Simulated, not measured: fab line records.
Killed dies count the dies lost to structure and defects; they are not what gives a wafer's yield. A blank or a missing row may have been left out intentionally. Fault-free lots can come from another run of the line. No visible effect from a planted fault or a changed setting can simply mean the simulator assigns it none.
Which tool is to blame? | flow n5Finfet | 10 lots, 29 wafers sampled, at 5 steps of a route of 1938

== WHAT EACH GAUGE READ, for each wafer ==
N5_BEOL_M4_RC_MEAS_101.
lot  | measured     | on        | DIBL_N (mV/V)
L825 | day 8 16:52  | prober-02 | 35.2 36.5 34.0
L827 | day 9 13:38  | prober-01 | 36.2 36.6 38.0
L828 | day 9 16:39  | prober-01 | 35.9 34.8 37.2
L829 | day 9 19:14  | prober-02 | 33.3 36.0 34.6
L830 | day 10 23:01 | prober-02 | 35.3 34.5 35.5
L836 | day 12 08:41 | prober-01 | 36.6 35.7
L839 | day 12 07:35 | prober-02 | 35.6 36.7 35.5
L845 | day 14 16:38 | prober-02 | 37.8 37.4 38.6
L847 | day 15 03:52 | prober-01 | 38.4 36.3 37.2
L848 | day 15 04:57 | prober-02 | 35.5 36.7 36.2

== TOOL THAT RAN EACH LOT (tool first, then ch and the chambers of the sampled wafers, then the start) ==
lot  | N5_BEOL_M2_TRENCH_ETCH_37                    | N5_BEOL_M2_DEGAS_44         | N5_BEOL_M2_ALD_84                  | N5_BEOL_M2_ANNEAL_82
L825 | rieDiel-02 ch 1,2,3, day 6 23:29 or earlier  | pvdSputter-03, day 6 23:29  | aldMetal-04 ch 0,1,2, day 6 23:37  | pvdSputter-02, day 7 00:53
L827 | rieDiel-02 ch 0,1,3, day 7 18:38 or earlier  | pvdSputter-02, day 7 18:38  | aldMetal-04 ch 1,2,3, day 7 18:47  | pvdSputter-01, day 7 20:13
L828 | rieDiel-01 ch 1,2,3, day 8 09:55 or earlier  | pvdSputter-01, day 8 09:55  | aldMetal-04 ch 0,2,3, day 8 10:02  | pvdSputter-01, day 8 11:29
L829 | rieDiel-01 ch 2,3, day 8 22:50 or earlier    | pvdSputter-02, day 8 22:50  | aldMetal-02 ch 0,3, day 8 22:57    | pvdSputter-03, day 9 00:20
L830 | rieDiel-01 ch 1,2,3, day 9 09:36 or earlier  | pvdSputter-01, day 9 09:36  | aldMetal-02 ch 0,2, day 9 09:48    | pvdSputter-01, day 9 10:49
L836 | rieDiel-01 ch 1,3, day 10 05:39 or earlier   | pvdSputter-02, day 10 05:39 | aldMetal-02 ch 0,3, day 10 05:46   | pvdSputter-01, day 10 06:46
L839 | rieDiel-01 ch 1,2,3, day 11 04:16 or earlier | pvdSputter-03, day 11 04:16 | aldMetal-02 ch 1,2,3, day 11 04:22 | pvdSputter-03, day 11 05:26
L845 | rieDiel-02 ch 0,1, day 13 04:36 or earlier   | pvdSputter-03, day 13 04:36 | aldMetal-02 ch 1,3, day 13 04:42   | pvdSputter-03, day 13 05:58
L847 | rieDiel-01 ch 0,2,3, day 13 13:14 or earlier | pvdSputter-01, day 13 13:14 | aldMetal-02 ch 1,2, day 13 13:20   | pvdSputter-03, day 13 14:21
L848 | rieDiel-02 ch 1,2, day 13 13:19 or earlier   | pvdSputter-01, day 13 13:19 | aldMetal-03 ch 2,3, day 13 13:25   | pvdSputter-01, day 13 14:59
- N5_BEOL_M2_TRENCH_ETCH_37: etches SiOC in C4F6/O2, target depth 55.555 nm, time 29.2 s.
- N5_BEOL_M2_DEGAS_44: time 60 s.
- N5_BEOL_M2_ALD_84: deposits TaN, pulse time 2 s, purge time 3 s, co reactant purge time 2 s.
- N5_BEOL_M2_ANNEAL_82: time 240 s.

== THE ANSWER, worked out from the rows above alone ==
Rule: usual is defined by the lots themselves. Put in order of their means at a reading, lots are off if they are a third of the lots or fewer, leave a main group of 4 or more, and stand apart from it by a gap of 3 or more times the standard deviation of the main group's means; of several such gaps the widest counts. If all means in a main group match to the digits the tables above print for the reading, that group is not used. A lot without any number at a reading at which 4 lots or more have one is off too. All remaining lots with rows at the step are treated as sound.
No lot is off on any of the readings shown, so nothing can be concluded from this.

== WHAT THE SIMULATOR PUT IN ==
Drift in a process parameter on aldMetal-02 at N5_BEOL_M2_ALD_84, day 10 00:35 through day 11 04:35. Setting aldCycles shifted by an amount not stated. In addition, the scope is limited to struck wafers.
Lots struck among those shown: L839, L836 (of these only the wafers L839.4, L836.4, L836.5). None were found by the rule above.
